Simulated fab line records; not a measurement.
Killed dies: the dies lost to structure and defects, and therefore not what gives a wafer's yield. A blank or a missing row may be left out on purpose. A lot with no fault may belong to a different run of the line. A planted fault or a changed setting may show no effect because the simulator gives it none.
The tool behind it: which one? | flow n5_finfet | Sampling: 11 lots, 29 wafers, 5 of 1938 route steps

## WHAT EACH GAUGE READ, for each wafer
N5_BEOL_M4_RC_MEAS_101.
lot  | measured     | on        | DIBL_N (mV/V)  | DIBL_P (mV/V) | IOFF_N (nA/um) | IOFF_P (nA/um) | ION_N (uA/um) | ION_P (uA/um) | SS_N (mV/dec)  | SS_P (mV/dec)  | VT_N (mV)   | VT_P (mV)
L106 | day 8 12:38  | prober-02 | 34.2 31.6      | 33 31         | 0.13 0.10      | 0.19 0.15      | 673 662       | 461 464       | 70.8 70.7      | 72.6 71.8      | 251 255     | -249 -252
L107 | day 8 18:04  | prober-02 | 37.3 37.2      | 39 38         | 0.19 0.18      | 0.21 0.20      | 691 680       | 466 457       | 72.6 72.3      | 73.9 73.5      | 248 251     | -251 -256
L108 | day 9 03:12  | prober-02 | 40.5 36.0 39.7 | 41 35 40      | 0.25 0.13 0.21 | 0.29 0.17 0.25 | 710 677 681   | 483 464 463   | 72.2 70.9 72.3 | 74.0 73.0 73.7 | 244 252 248 | -246 -254 -248
L110 | day 9 09:36  | prober-02 | 35.9 34.6      | 37 35         | 0.16 0.13      | 0.24 0.20      | 684 676       | 478 471       | 72.1 71.6      | 73.5 73.7      | 250 252     | -249 -249
L113 | day 10 03:44 | prober-02 | 35.6 35.7 36.1 | 35 36 36      | 0.14 0.16 0.15 | 0.20 0.22 0.21 | 668 683 683   | 464 473 470   | 70.9 71.1 71.6 | 72.9 72.1 72.9 | 249 247 252 | -250 -251 -248
L114 | day 10 08:30 | prober-02 | 37.4 37.0 36.5 | 38 37 35      | 0.20 0.17 0.15 | 0.24 0.22 0.18 | 700 692 665   | 471 468 453   | 71.4 72.1 71.7 | 73.1 74.1 73.1 | 245 248 250 | -251 -250 -254
L117 | day 10 21:34 | prober-02 | 31.2 33.6 37.8 | 31 33 37      | 0.09 0.11 0.19 | 0.12 0.14 0.20 | 658 654 684   | 454 450 463   | 70.4 70.6 72.6 | 71.5 72.9 73.5 | 258 256 248 | -259 -258 -253
L116 | day 11 02:15 | prober-01 | 39.3 36.3      | 39 36         | 0.20 0.16      | 0.26 0.23      | 671 684       | 452 466       | 72.3 71.8      | 74.0 73.4      | 247 245     | -244 -248
L120 | day 11 05:06 | prober-01 | 30.9 30.3 31.9 | 30 31 32      | 0.10 0.09 0.10 | 0.16 0.19 0.19 | 663 652 657   | 456 472 464   | 70.4 69.6 70.5 | 71.9 71.8 71.8 | 257 254 255 | -247 -246 -245
L127 | day 14 00:22 | prober-02 | 31.1 34.4 34.5 | 28 30 32      | 0.07 0.10 0.11 | 0.10 0.12 0.13 | 644 640 672   | 447 434 461   | 69.2 70.3 70.5 | 71.7 71.8 72.5 | 262 260 254 | -261 -260 -258
L129 | day 14 06:27 | prober-02 | 32.9 37.2 37.3 | 31 36 35      | 0.09 0.14 0.14 | 0.13 0.18 0.17 | 648 654 656   | 451 448 445   | 71.3 71.5 72.3 | 72.7 73.9 73.9 | 257 253 256 | -261 -254 -256

N5_BEOL_M15_INSPECT_12: inspects for defects (macro).
lot  | measured     | on                | raw_defect_count
L106 | day 12 05:16 | defect_inspect-01 | 1 2
L107 | day 12 08:12 | defect_inspect-02 | 1 4
L108 | day 12 17:13 | defect_inspect-01 | 1 0 2
L110 | day 12 21:06 | defect_inspect-02 | 2 1
L113 | day 13 13:56 | defect_inspect-01 | 1 8 3
L114 | day 13 23:18 | defect_inspect-02 | 3 1 2
L117 | day 14 10:43 | defect_inspect-01 | 1 3 1
L116 | day 15 01:28 | defect_inspect-02 | 3 4
L120 | day 14 19:23 | defect_inspect-02 | 4 2 5
L127 | day 17 17:31 | defect_inspect-01 | 1 4 3
L129 | day 17 23:34 | defect_inspect-01 | 0 1 2

N5_BEOL_M15_CD_MEAS_28 targets a cd of 407.6 nm.
lot  | measured     | on        | cd_nm (nm)
L106 | day 12 06:41 | cd_sem-03 | 408.7 411.2
L107 | day 12 10:04 | cd_sem-02 | 408.3 405.0
L108 | day 12 18:44 | cd_sem-02 | 405.7 408.1 411.0
L110 | day 12 22:38 | cd_sem-03 | 405.3 408.5
L113 | day 13 15:21 | cd_sem-02 | 414.3 409.0 407.6
L114 | day 14 01:04 | cd_sem-03 | 408.6 415.9 411.7
L117 | day 14 12:39 | cd_sem-02 | 410.8 407.8 407.6
L116 | day 15 02:53 | cd_sem-02 | 595.6 409.9
L120 | day 14 20:48 | cd_sem-01 | 409.8 590.9 408.3
L127 | day 17 19:08 | cd_sem-01 | 405.2 410.3 402.9
L129 | day 18 00:58 | cd_sem-03 | 405.7 405.9 407.2

## EACH LOT AND THE TOOL THAT RAN IT (in order: tool; ch and the chambers of the sampled wafers; start)
lot  | N5_BEOL_M14_SPUTTER_44       | N5_BEOL_M15_EXPOSE_25
L106 | pvd_sputter-02, day 12 02:54 | krf_scanner-01 ch 0, day 12 06:31
L107 | pvd_sputter-02, day 12 06:07 | krf_scanner-01 ch 0, day 12 09:53
L108 | pvd_sputter-03, day 12 14:17 | krf_scanner-02 ch 0, day 12 18:34
L110 | pvd_sputter-03, day 12 19:01 | krf_scanner-01 ch 0, day 12 22:28
L113 | pvd_sputter-03, day 13 11:55 | krf_scanner-02 ch 0, day 13 15:11
L114 | pvd_sputter-01, day 13 21:25 | krf_scanner-01 ch 0, day 14 00:54
L117 | pvd_sputter-01, day 14 08:15 | krf_scanner-01 ch 0, day 14 12:29
L116 | pvd_sputter-01, day 14 23:33 | krf_scanner-01 ch 0, day 15 02:43
L120 | pvd_sputter-01, day 14 17:28 | krf_scanner-01 ch 0, day 14 20:38
L127 | pvd_sputter-02, day 17 15:22 | krf_scanner-02 ch 0, day 17 18:58
L129 | pvd_sputter-02, day 17 21:20 | krf_scanner-02 ch 0, day 18 00:47
- N5_BEOL_M14_SPUTTER_44: material Ta, target thk 15 nm, time 24.19 s.
- N5_BEOL_M15_EXPOSE_25: exposes mask M15, target cd 400 nm.

## WHAT THE TOOLS THEMSELVES READ (means of the sampled wafers that have a number; where no wafer has one, the mark that the record gives instead)
N5_BEOL_M14_SPUTTER_44.
lot  | tool           | susceptor_temp_C (C) | throttle_valve_pct (%)
L106 | pvd_sputter-02 | 50.05                | 29.5
L107 | pvd_sputter-02 | 49.89                | 29.2
L108 | pvd_sputter-03 | 50.03                | 29.5
L110 | pvd_sputter-03 | 50.05                | 29.2
L113 | pvd_sputter-03 | 50.07                | 30.0
L114 | pvd_sputter-01 | 50.02                | 29.3
L117 | pvd_sputter-01 | 50.03                | 29.8
L116 | pvd_sputter-01 | 50.11                | 30.1
L120 | pvd_sputter-01 | 50.07                | 29.9
L127 | pvd_sputter-02 | 49.98                | 30.0
L129 | pvd_sputter-02 | 50.01                | 28.8

N5_BEOL_M15_EXPOSE_25.
lot  | tool           | stage_vel_mm_s (mm/s)
L106 | krf_scanner-01 | 499.69
L107 | krf_scanner-01 | 500.14
L108 | krf_scanner-02 | 499.78
L110 | krf_scanner-01 | 500.26
L113 | krf_scanner-02 | 500.12
L114 | krf_scanner-01 | 500.01
L117 | krf_scanner-01 | 500.16
L116 | krf_scanner-01 | 499.88
L120 | krf_scanner-01 | 499.83
L127 | krf_scanner-02 | 499.86
L129 | krf_scanner-02 | 500.09

## THE ANSWER, worked out from the rows above alone
Rule: the usual values come from the lots themselves. Put in order of their means at a reading, lots are off if they are a third of the lots or fewer, leave a main group of 4 or more, and stand apart from it by a gap of 3 or more times the standard deviation of the main group's means; of several such gaps the widest counts. Not used: any main group whose means are identical at the precision the tables above print for the reading. Also off: a lot with no number at a reading for which 4 or more lots have one. All remaining lots with rows at the step are treated as sound. The gauges are gone through in route order, then the tools' own readings, and for those a lot's mean is taken as printed above. At the first step where some lot is off, the reading lying furthest off is the one used; lots without a number count as furthest.
Off: L116, L120, at N5_BEOL_M15_CD_MEAS_28 (cd_nm). Main group: mean 408.4 nm, sd 2.
A tool fits if, at a process step before that reading, it ran every lot that is off, and no sound lot after the first of them. The gauges at N5_BEOL_M15_CD_MEAS_28 are tried like those tools. 2 tools fit, pvd_sputter-01 at N5_BEOL_M14_SPUTTER_44 and krf_scanner-01 at N5_BEOL_M15_EXPOSE_25, so this cannot tell which one it is.

## WHAT THE SIMULATOR HAD INSERTED
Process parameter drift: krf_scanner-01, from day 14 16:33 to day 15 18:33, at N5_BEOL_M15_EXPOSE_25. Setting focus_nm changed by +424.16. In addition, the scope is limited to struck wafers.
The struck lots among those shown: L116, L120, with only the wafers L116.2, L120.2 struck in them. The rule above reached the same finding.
